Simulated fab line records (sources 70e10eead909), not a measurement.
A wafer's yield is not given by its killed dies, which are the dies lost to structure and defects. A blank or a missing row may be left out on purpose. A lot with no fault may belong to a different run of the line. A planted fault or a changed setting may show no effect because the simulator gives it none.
Chamber matching ; flow nand_harc ; 4 sister chambers for NHARC_P_GATE_DESCUM_31 on rie_diel-09
The step chemistry O2, time 3 s. 20 wafers are shown with their chamber, then 10 later ones without.

WAFERS PAIRED WITH THEIR CHAMBERS
wafer;chamber;showerhead_plenum_p_Torr (Torr);drypump_motor_current_A (A);oes_product_au (a.u.)
L075.2;2;1.90;5.7;1.008
L075.4;3;1.99;5.5;1.026
L075.6;3;1.98;5.5;1.018
L075.1;1;1.95;5.4;1.011
L075.3;0;1.85;5.5;1.023
L075.5;2;1.90;5.8;1.012
L077.1;3;1.98;5.5;1.008
L077.5;2;1.90;5.8;1.010
L077.6;3;1.98;5.5;0.999
L078.1;3;1.98;5.5;1.001
L078.3;1;1.94;5.4;1.022
L078.5;2;1.90;5.8;1.002
L079.2;3;1.98;5.5;1.010
L079.4;2;1.90;5.7;0.998
L079.6;3;1.98;5.5;1.007
L079.1;1;1.94;5.4;1.018
L079.3;0;1.85;5.5;1.013
L079.5;2;1.90;5.8;1.008
L082.1;3;1.98;5.5;0.994
L082.4;1;1.94;5.4;1.014

SIGNATURES (averages over the wafers above)
reading;chamber 0;chamber 1;chamber 2;chamber 3;scatter within a chamber
showerhead_plenum_p_Torr;1.8500;1.9425;1.9000;1.9812;0.00319
drypump_motor_current_A;5.500;5.400;5.767;5.500;0.0289
oes_product_au;1.01800;1.01625;1.00633;1.00788;0.00796
Rule: a wafer lies at a distance from a chamber equal to the root of the sum of squares, over the readings, of (its reading less the chamber's mean, divided by the reading's scatter). The wafer belongs to the nearest chamber; if the next one is less than 2 further off, it can't be placed. The scatter is the square root of a quotient: the sum, over the shown wafers, of each reading's squared deviation from its chamber's mean, divided by wafers minus chambers.

WAFERS MISSING THEIR CHAMBER
wafer;showerhead_plenum_p_Torr (Torr);drypump_motor_current_A (A);oes_product_au (a.u.)
L082.5;1.90;5.8;1.005
L083.2;1.90;5.8;1.002
L083.3;1.94;5.4;1.013
L083.6;1.98;5.5;0.994
L085.2;1.94;5.4;1.024
L085.3;1.90;5.8;1.000
L085.6;1.90;5.8;1.010
L090.2;1.90;5.7;1.011
L090.3;1.85;5.5;1.010
L090.6;1.85;5.5;1.013

CHAMBER TAKEN BY EACH
wafer;from the rows above;in truth
L082.5;2;2
L083.2;2;2
L083.3;1;1
L083.6;3;3
L085.2;1;1
L085.3;2;2
L085.6;2;2
L090.2;2;2
L090.3;0;0
L090.6;0;0
Placed correctly: 10 of 10. Number that these rows cannot place: 0. Wrongly placed: 0.
